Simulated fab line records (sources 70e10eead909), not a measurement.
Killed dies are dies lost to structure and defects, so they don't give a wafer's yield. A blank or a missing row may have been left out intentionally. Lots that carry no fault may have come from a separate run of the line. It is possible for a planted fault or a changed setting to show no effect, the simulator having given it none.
The tool behind it: which one? | flow nand_harc | 12 lots with 36 wafers sampled at 2 steps, on a route of 1302 steps

WHAT EACH GAUGE READ, for each wafer
NHARC_P_M1_THK_MEAS_24: measures by xrf.
lot  | measured     | on            | thk_nm (nm)
L075 | day 6 20:40  | film_metro-02 | 159.5 158.3 159.8
L077 | day 7 18:31  | film_metro-01 | 158.6 160.5 158.3
L079 | day 8 07:26  | film_metro-01 | 155.1 156.0 156.7
L081 | day 9 00:40  | film_metro-01 | 156.3 156.1 155.1
L083 | day 10 00:58 | film_metro-01 | 157.3 156.5 154.6
L085 | day 10 17:45 | film_metro-02 | 157.8 157.0 157.8
L088 | day 12 09:37 | film_metro-01 | 157.4 155.7 155.8
L089 | day 12 11:20 | film_metro-01 | 158.6 160.5 158.4
L091 | day 13 10:55 | film_metro-02 | 160.0 158.3 158.4
L093 | day 14 01:46 | film_metro-02 | 156.7 156.6 155.8
L095 | day 15 03:03 | film_metro-01 | 158.3 159.4 156.8
L097 | day 15 23:34 | film_metro-01 | 157.6 158.4 155.6

WHAT TOOL EACH LOT RAN ON (gives the tool, then ch and the chambers of the sampled wafers, and finally the start)
lot  | NHARC_P_M1_CMP_23
L075 | cmp-04 ch 0,2,3, day 6 20:20
L077 | cmp-02 ch 0,3, day 7 18:12
L079 | cmp-02 ch 1,2, day 8 07:08
L081 | cmp-04 ch 1,2, day 9 00:21
L083 | cmp-04 ch 1,3, day 10 00:41
L085 | cmp-03 ch 2,3, day 10 17:26
L088 | cmp-03 ch 0,3, day 12 09:17
L089 | cmp-02 ch 1,2,3, day 12 11:04
L091 | cmp-02 ch 0,2, day 13 10:37
L093 | cmp-02 ch 0,1, day 14 01:26
L095 | cmp-03 ch 0,2,3, day 15 02:44
L097 | cmp-04 ch 1,2, day 15 23:17
- NHARC_P_M1_CMP_23: polishes, t overpolish 20 s, target thk 157.82 nm.

THE ANSWER, worked out from the rows above alone
Rule: usual is defined by the lots themselves. Put in order of their means at a reading, lots are off if they are a third of the lots or fewer, leave a main group of 4 or more, and stand apart from it by a gap of 3 or more times the standard deviation of the main group's means; of several such gaps the widest counts. A main group is skipped when, at the precision printed for the reading in the tables above, its means are all equal. A lot without any number at a reading at which 4 lots or more have one is off too. All remaining lots with rows at the step are treated as sound.
No lot is off at any reading shown: from this, nothing can be told.

WHAT THE SIMULATOR HAD PUT IN
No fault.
